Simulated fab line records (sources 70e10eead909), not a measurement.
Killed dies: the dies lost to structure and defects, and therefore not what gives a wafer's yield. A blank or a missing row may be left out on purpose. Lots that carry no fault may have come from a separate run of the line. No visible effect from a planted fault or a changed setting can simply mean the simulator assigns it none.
Matching of chambers | flow nand-harc | NHARC_A_CONTACT_ETCH_48 on rie-diel-07: 4 sister chambers
The step etches the open film in CF4, target depth 39 nm, time 65 s. 4 wafers are shown with their chamber, then 11 later ones without.

== EACH WAFER AND ITS CHAMBER ==
wafer  | chamber | showerhead-plenum-p-Torr (Torr)
L085.3 | 3       | 1.75
L089.1 | 2       | 1.77
L089.6 | 0       | 1.69
L088.1 | 1       | 1.72

== WAFERS WITH NO CHAMBER GIVEN ==
wafer  | showerhead-plenum-p-Torr (Torr)
L088.4 | 1.72
L088.5 | 1.69
L094.1 | 1.71
L094.4 | 1.69
L094.5 | 1.75
L095.2 | 1.68
L095.4 | 1.71
L095.5 | 1.77
L096.2 | 1.77
L096.4 | 1.75
L096.6 | 1.71

== EACH ONE'S CHAMBER ==
wafer  | from the rows above     | in truth
L088.4 | 1                       | 1
L088.5 | 0                       | 0
L094.1 | can't be placed: 1 or 0 | 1
L094.4 | 0                       | 0
L094.5 | 3                       | 3
L095.2 | 0                       | 0
L095.4 | can't be placed: 1 or 0 | 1
L095.5 | 2                       | 2
L096.2 | 2                       | 2
L096.4 | 3                       | 3
L096.6 | can't be placed: 1 or 0 | 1
8 of 11 placed correctly. Cannot be placed on the basis of these rows: 3; the candidates contain the true chamber in 3. 0 placed wrongly.
How it was worked out, from the rows above alone: a wafer's distance from a chamber is the root of the sum, over the readings, of the square of ((its reading less the chamber's mean) divided by the reading's scatter). If the next closest chamber is less than 2 further off than the closest, the wafer can't be placed; otherwise it belongs to the closest. Each chamber's mean is taken over the wafers shown for it. The scatter (one wafer shown for each chamber): square how far every hidden wafer sits from the nearest shown wafer, average those squares and take the square root.
